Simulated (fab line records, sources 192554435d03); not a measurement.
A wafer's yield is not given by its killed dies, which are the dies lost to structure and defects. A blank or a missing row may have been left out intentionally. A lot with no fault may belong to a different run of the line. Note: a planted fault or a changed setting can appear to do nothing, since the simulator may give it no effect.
Chamber matching / flow n5 finfet / N5_BEOL_M1_DESCUM_16 on rie diel-04 has 4 sister chambers
The step chemistry O2, time 7 s. 8 wafers are shown with their chamber, then 9 later ones without.

WAFERS WITH THEIR CHAMBER
wafer=L087.3; chamber=1; drypump motor current A (A)=5.2; showerhead plenum p Torr (Torr)=2.13
wafer=L087.5; chamber=2; drypump motor current A (A)=6.2; showerhead plenum p Torr (Torr)=2.09
wafer=L090.2; chamber=0; drypump motor current A (A)=5.2; showerhead plenum p Torr (Torr)=1.98
wafer=L090.3; chamber=3; drypump motor current A (A)=5.3; showerhead plenum p Torr (Torr)=2.07
wafer=L090.4; chamber=1; drypump motor current A (A)=5.2; showerhead plenum p Torr (Torr)=2.13
wafer=L092.1; chamber=3; drypump motor current A (A)=5.2; showerhead plenum p Torr (Torr)=2.07
wafer=L092.2; chamber=2; drypump motor current A (A)=6.2; showerhead plenum p Torr (Torr)=2.08
wafer=L092.5; chamber=0; drypump motor current A (A)=5.2; showerhead plenum p Torr (Torr)=1.98

WAFERS WITH NO CHAMBER GIVEN
wafer=L094.2; drypump motor current A (A)=5.3; showerhead plenum p Torr (Torr)=2.07
wafer=L094.3; drypump motor current A (A)=5.2; showerhead plenum p Torr (Torr)=1.97
wafer=L094.4; drypump motor current A (A)=6.2; showerhead plenum p Torr (Torr)=2.08
wafer=L095.1; drypump motor current A (A)=5.2; showerhead plenum p Torr (Torr)=1.97
wafer=L095.4; drypump motor current A (A)=5.2; showerhead plenum p Torr (Torr)=2.13
wafer=L095.5; drypump motor current A (A)=5.3; showerhead plenum p Torr (Torr)=2.07
wafer=L097.1; drypump motor current A (A)=5.2; showerhead plenum p Torr (Torr)=1.97
wafer=L097.3; drypump motor current A (A)=6.2; showerhead plenum p Torr (Torr)=2.08
wafer=L097.5; drypump motor current A (A)=5.2; showerhead plenum p Torr (Torr)=2.13

WHICH CHAMBER EACH ONE RAN IN
wafer=L094.2; from the rows above=3; in truth=3
wafer=L094.3; from the rows above=0; in truth=0
wafer=L094.4; from the rows above=2; in truth=2
wafer=L095.1; from the rows above=0; in truth=0
wafer=L095.4; from the rows above=1; in truth=1
wafer=L095.5; from the rows above=3; in truth=3
wafer=L097.1; from the rows above=0; in truth=0
wafer=L097.3; from the rows above=2; in truth=2
wafer=L097.5; from the rows above=1; in truth=1
Correctly placed: 9 of 9. Number that these rows cannot place: 0. Placed wrongly: 0.
How it was worked out, from the rows above alone: a wafer's distance from a chamber is the root of the sum, over the readings, of the square of ((its reading less the chamber's mean) divided by the reading's scatter). If the next closest chamber is less than 2 further off than the closest, the wafer can't be placed; otherwise it belongs to the closest. The mean given for a chamber averages the wafers shown for that chamber. How the scatter is found: for the shown wafers, subtract from each reading the mean of its chamber, square and add these, divide the total by (wafers less chambers), then take the root.
